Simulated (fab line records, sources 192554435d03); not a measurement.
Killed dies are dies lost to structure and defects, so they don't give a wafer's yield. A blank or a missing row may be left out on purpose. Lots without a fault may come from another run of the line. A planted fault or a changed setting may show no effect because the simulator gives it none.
A struck lot beside a sound one | flow n5_finfet | 34 steps out of a route of 1938
Sound: wafers L752.2, L752.4, L752.6. Struck: wafers L761.1, L761.4, L761.5. The cause comes at the end.
At each step with rows: each side's tool, then ch and its chambers, then its first start. Under that, the readings that differ: sound wafers | struck wafers | difference of the means | sigmas: that difference in standard deviations of wafers without a fault.
alike: readings whose means differ by less than 2 such deviations, and words and numbers that are the same on both sides. not compared: withheld readings, readings that some wafer has no value for, bounds like >300 that may hide the same value, and numbers for which the record gives no deviation and whose values overlap.
The two part at a step that has a row with sigmas, a row that says differs or no value, or rows on one side only. Numbers that don't overlap but have no deviation are shown without sigmas and don't part them. A reading that every wafer of one side lacks parts them only if that side has two wafers or more.

first, 10 steps without rows for these wafers: N5_BEOL_M11_STRIP_36 (strips in N2/H2); N5_BEOL_M11_TRENCH_ETCH_37 (etches SiCOH lowk in C4F6/O2, target depth 148.83 nm, time 48 s); N5_BEOL_M11_ETCH_41 (etches SiCN in CH3F/O2, target depth 42.6 nm, time 86 s); N5_BEOL_M11_STRIP_77 (strips in N2/H2, time 10 s); N5_BEOL_M11_HM_STRIP_39 (strips TiN in peroxide tin strip, target depth 25 nm, time 158 s); N5_BEOL_M11_SRD_40 (time 30 s); N5_BEOL_M11_PRECLEAN_42 (cleans in residue remover, time 60 s); N5_BEOL_M11_SRD_43 (time 30 s); N5_BEOL_M11_CURE_72 (cures SiCOH lowk, time 120 s); N5_BEOL_M11_DEGAS_44 (time 60 s).
N5_BEOL_M11_PRE_CLEAN_45: time 30 s.
  sound on pvd_sputter-03, day 13 14:58; struck on pvd_sputter-03, day 15 17:41
  alike: heater_power_w
then, 22 steps without rows for these wafers: N5_BEOL_M11_ALD_74 (deposits TaN, target thk 2 nm, pulse time 2 s, purge time 3 s); N5_BEOL_M11_SURFACE_TREAT_76; N5_BEOL_M11_CVD_75 (deposits Co from CCTBA/H2, target thk 2 nm, time 138.9 s); N5_BEOL_M11_SPUTTER_48 (material Cu, target thk 12 nm, time 2 s); N5_BEOL_M11_ECD_50 (material Cu, target thk 318 nm); N5_BEOL_M11_ANNEAL_51 (time 90 s); N5_BEOL_M11_CMP_52 (polishes, stops on SiCOH lowk, t overpolish 7 s, target thk 140 nm); N5_BEOL_M11_PRE_CLEAN_55 (time 15 s); N5_BEOL_M11_DEP_56 (deposits SiCN from 3MS/NH3, target thk 30 nm, time 10.5 s); N5_BEOL_M12_ILD_DEP_00 (deposits SiOC from DEMS/O2, target thk 658.92 nm, time 130.7 s); N5_BEOL_M12_COAT_58 (time 60 s, resist thk 89 nm); N5_BEOL_M12_COAT_04 (resist thk 400 nm); N5_BEOL_M12_EBR_06; N5_BEOL_M12_SOFTBAKE_05 (time 60 s); N5_BEOL_M12_EXPOSE_07 (exposes mask V11); N5_BEOL_M12_PEB_08 (peb time 90 s); N5_BEOL_M12_DEVELOP_09 (develop time 45 s); N5_BEOL_M12_HARDBAKE_14 (time 120 s); N5_BEOL_M12_DESCUM_15 (chemistry O2, time 7.9 s); N5_BEOL_M12_ETCH_59 (etches BARC in N2/H2, target depth 89 nm, overetch 26.7 nm, time 67.9 s); N5_BEOL_M12_VIA_ETCH_16 (etches SiOC in C4F8/O2/Ar, target depth 724.8 nm); N5_BEOL_M12_STRIP_63 (strips in N2/H2).
N5_PASSIVATION_PROBE_49:
  the record has rows for the struck wafers here (prober-02, day 17 12:43) and none for the sound ones

WHERE THEY PART
Only at N5_PASSIVATION_PROBE_49, within this record.

WHY: what the simulator had put in
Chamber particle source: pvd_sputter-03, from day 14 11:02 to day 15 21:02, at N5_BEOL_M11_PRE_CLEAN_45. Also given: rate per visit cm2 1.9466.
